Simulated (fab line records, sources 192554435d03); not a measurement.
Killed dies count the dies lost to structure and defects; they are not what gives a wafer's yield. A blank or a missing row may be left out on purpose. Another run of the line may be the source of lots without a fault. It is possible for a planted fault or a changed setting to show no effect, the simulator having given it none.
Matching of chambers :: flow n5_finfet :: rie_diel-05 running N5_MOL_CONTACT_COAG_ETCH_110: 4 sister chambers
The step etches Si in CF4/O2, target depth 2.5 nm, time 8 s. 4 wafers are shown with their chamber, then 9 later ones without.

## EACH WAFER AND ITS CHAMBER
wafer: L077.5
chamber: 3
drypump_motor_current_A (A): 5.5

wafer: L083.5
chamber: 0
drypump_motor_current_A (A): 6.4

wafer: L084.4
chamber: 1
drypump_motor_current_A (A): 5.2

wafer: L084.6
chamber: 2
drypump_motor_current_A (A): 5.2

## WAFERS MISSING THEIR CHAMBER
wafer: L086.3
drypump_motor_current_A (A): 6.5

wafer: L086.4
drypump_motor_current_A (A): 5.6

wafer: L086.6
drypump_motor_current_A (A): 6.4

wafer: L093.1
drypump_motor_current_A (A): 5.6

wafer: L093.5
drypump_motor_current_A (A): 6.4

wafer: L093.6
drypump_motor_current_A (A): 5.2

wafer: L096.1
drypump_motor_current_A (A): 6.4

wafer: L096.3
drypump_motor_current_A (A): 5.5

wafer: L096.5
drypump_motor_current_A (A): 5.5

## EACH ONE'S CHAMBER
wafer: L086.3
from the rows above: 0
in truth: 0

wafer: L086.4
from the rows above: 3
in truth: 3

wafer: L086.6
from the rows above: 0
in truth: 0

wafer: L093.1
from the rows above: 3
in truth: 3

wafer: L093.5
from the rows above: 0
in truth: 0

wafer: L093.6
from the rows above: can't be placed: 1 or 2
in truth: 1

wafer: L096.1
from the rows above: 0
in truth: 0

wafer: L096.3
from the rows above: 3
in truth: 3

wafer: L096.5
from the rows above: 3
in truth: 3
Placed correctly: 8 of 9. Can't be placed from these rows: 1 (the true chamber is among the candidates in 1). Placed wrongly: 0.
How it was worked out, from the rows above alone: a wafer's distance from a chamber is the root of the sum, over the readings, of the square of ((its reading less the chamber's mean) divided by the reading's scatter). The wafer belongs to the nearest chamber; if the next one is less than 2 further off, it can't be placed. The mean given for a chamber averages the wafers shown for that chamber. The scatter: with one shown wafer a chamber, the root of the mean of the squares of how far each hidden wafer lies from its nearest shown one.
